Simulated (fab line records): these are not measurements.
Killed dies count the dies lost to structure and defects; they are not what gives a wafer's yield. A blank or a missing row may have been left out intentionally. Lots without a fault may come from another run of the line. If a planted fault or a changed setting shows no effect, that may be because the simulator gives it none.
Which tool is to blame?	flow n5_finfet	Sampling: 6 lots, 18 wafers, 3 of 1938 route steps

== WHAT EACH GAUGE READ, for each wafer ==
N5_BEOL_M9_THK_MEAS_53: measures by xrf.
lot	measured	on	M9_THK (nm)
L134	day 10 14:15	film_metro-01	143 141 142
L133	day 11 04:20	film_metro-02	145 142 145
L138	day 12 07:38	film_metro-02	140 143 141
L139	day 12 16:13	film_metro-01	140 138 150
L147	day 14 00:15	film_metro-02	140 137 139
L149	day 14 14:05	film_metro-01	137 138 135

== WHICH TOOL RAN EACH LOT (tool, then ch and the chambers of the sampled wafers, then the start) ==
lot	N5_BEOL_M9_CVD_78	N5_BEOL_M9_ANNEAL_51
L134	cvd_co-01 ch 0,1, day 10 11:40	rtp_anneal-01 ch 0, day 10 13:39
L133	cvd_co-02 ch 0,1,2, day 11 02:48	rtp_anneal-01 ch 0, day 11 03:47
L138	cvd_co-02 ch 0,1,2, day 12 06:32	rtp_anneal-02 ch 0, day 12 07:02
L139	cvd_co-01 ch 1,2, day 12 14:55	rtp_anneal-02 ch 0, day 12 15:22
L147	cvd_co-02 ch 0,2, day 13 23:02	rtp_anneal-02 ch 0, day 13 23:39
L149	cvd_co-01 ch 1,2, day 14 13:05	rtp_anneal-02 ch 0, day 14 13:32
- N5_BEOL_M9_CVD_78: deposits Co from CCTBA/H2, target thk 2 nm, time 138.9 s.
- N5_BEOL_M9_ANNEAL_51: time 90 s.

== THE ANSWER, worked out from the rows above alone ==
Rule: the lots themselves supply what counts as usual. Put in order of their means at a reading, lots are off if they are a third of the lots or fewer, leave a main group of 4 or more, and stand apart from it by a gap of 3 or more times the standard deviation of the main group's means; of several such gaps the widest counts. If all means in a main group match to the digits the tables above print for the reading, that group is not used. Also off: a lot with no number at a reading for which 4 or more lots have one. Where the step has rows for the other lots, those lots are counted as sound.
None of the lots is off at any reading shown; this tells nothing.

== WHAT THE SIMULATOR HAD INSERTED ==
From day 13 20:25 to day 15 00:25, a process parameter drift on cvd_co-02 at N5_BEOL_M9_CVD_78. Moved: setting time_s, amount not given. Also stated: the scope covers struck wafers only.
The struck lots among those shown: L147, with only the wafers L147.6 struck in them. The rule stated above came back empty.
